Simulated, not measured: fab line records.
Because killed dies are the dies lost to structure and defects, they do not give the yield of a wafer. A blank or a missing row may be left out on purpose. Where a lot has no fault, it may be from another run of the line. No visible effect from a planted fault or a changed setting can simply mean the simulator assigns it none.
Matching of chambers ; flow n5_finfet ; N5_BEOL_M6_ETCH_66 on rie_diel-05 has 4 sister chambers
The step etches SOC in N2/H2, target depth 80 nm, overetch 16 nm, time 120 s. 8 wafers are shown with their chamber, then 8 later ones without.

== EACH WAFER AND ITS CHAMBER ==
wafer;chamber;showerhead_plenum_p_Torr (Torr);throttle_valve_pct (%)
L077.2;3;2.60;17.74
L079.3;3;2.60;17.73
L080.4;0;2.43;18.07
L080.6;2;2.35;18.35
L081.3;1;2.47;17.64
L081.4;0;2.43;18.09
L081.6;2;2.35;18.36
L083.2;1;2.46;17.64

== WAFERS MISSING THEIR CHAMBER ==
wafer;showerhead_plenum_p_Torr (Torr);throttle_valve_pct (%)
L083.5;2.46;17.65
L083.6;2.35;18.37
L093.2;2.45;17.68
L093.3;2.42;18.14
L093.5;2.34;18.42
L094.1;2.42;18.14
L094.5;2.34;18.42
L094.6;2.42;18.14

== CHAMBER TAKEN BY EACH ==
wafer;from the rows above;in truth
L083.5;1;1
L083.6;2;2
L093.2;1;1
L093.3;0;0
L093.5;2;2
L094.1;0;0
L094.5;2;2
L094.6;0;0
Correct placement for 8 of the 8. Can't be placed from these rows: 0. Placed wrongly: 0.
How it was worked out, from the rows above alone: a wafer's distance from a chamber is the root of the sum, over the readings, of the square of ((its reading less the chamber's mean) divided by the reading's scatter). The wafer belongs to the nearest chamber; if the next one is less than 2 further off, it can't be placed. The mean given for a chamber averages the wafers shown for that chamber. How the scatter is found: for the shown wafers, subtract from each reading the mean of its chamber, square and add these, divide the total by (wafers less chambers), then take the root.
